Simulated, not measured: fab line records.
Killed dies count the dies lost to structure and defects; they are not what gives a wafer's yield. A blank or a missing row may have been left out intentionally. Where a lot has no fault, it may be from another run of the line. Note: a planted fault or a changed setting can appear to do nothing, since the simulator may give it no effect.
Which tool did it?    flow nand-harc    route of 1302 steps, sampled at 1 step: 7 lots, 21 wafers

WHAT THE GAUGES READ, wafer by wafer
NHARC_P_CONTACT_OVL_MEAS_13.
lot   measured      on          overlay-x-nm (nm)
L904  day 6 03:41   overlay-01  -2.1 -2.1 -1.9
L907  day 7 06:34   overlay-01  -0.6 -0.4 -0.5
L911  day 8 18:04   overlay-01  -1.0 -0.5 -0.9
L913  day 9 10:02   overlay-02  -0.1 -0.3 -0.3
L916  day 10 19:42  overlay-02  -0.5 -0.2 -0.1
L918  day 11 22:16  overlay-02  -0.9 -0.2 -0.4
L926  day 15 07:44  overlay-01  1.1 1.2 0.2

WHAT TOOL EACH LOT RAN ON (gives the tool, then ch and the chambers of the sampled wafers, and finally the start)
The record holds no process step before these readings.

THE ANSWER, worked out from the rows above alone
Rule: what is usual is taken from the lots themselves. The widest of any qualifying gaps counts: lots, ordered by their means at a reading, are off when they make up no more than a third of the lots, leave a main group of 4 or more, and stand apart from it by 3 or more times the standard deviation of that group's means. A main group whose means are all the same, to the digits that the tables above print for the reading, isn't used. Also off: a lot with no number at a reading for which 4 or more lots have one. All remaining lots with rows at the step are treated as sound.
Nothing can be told from this: no lot is off at any reading shown.

WHAT THE SIMULATOR HAD INSERTED
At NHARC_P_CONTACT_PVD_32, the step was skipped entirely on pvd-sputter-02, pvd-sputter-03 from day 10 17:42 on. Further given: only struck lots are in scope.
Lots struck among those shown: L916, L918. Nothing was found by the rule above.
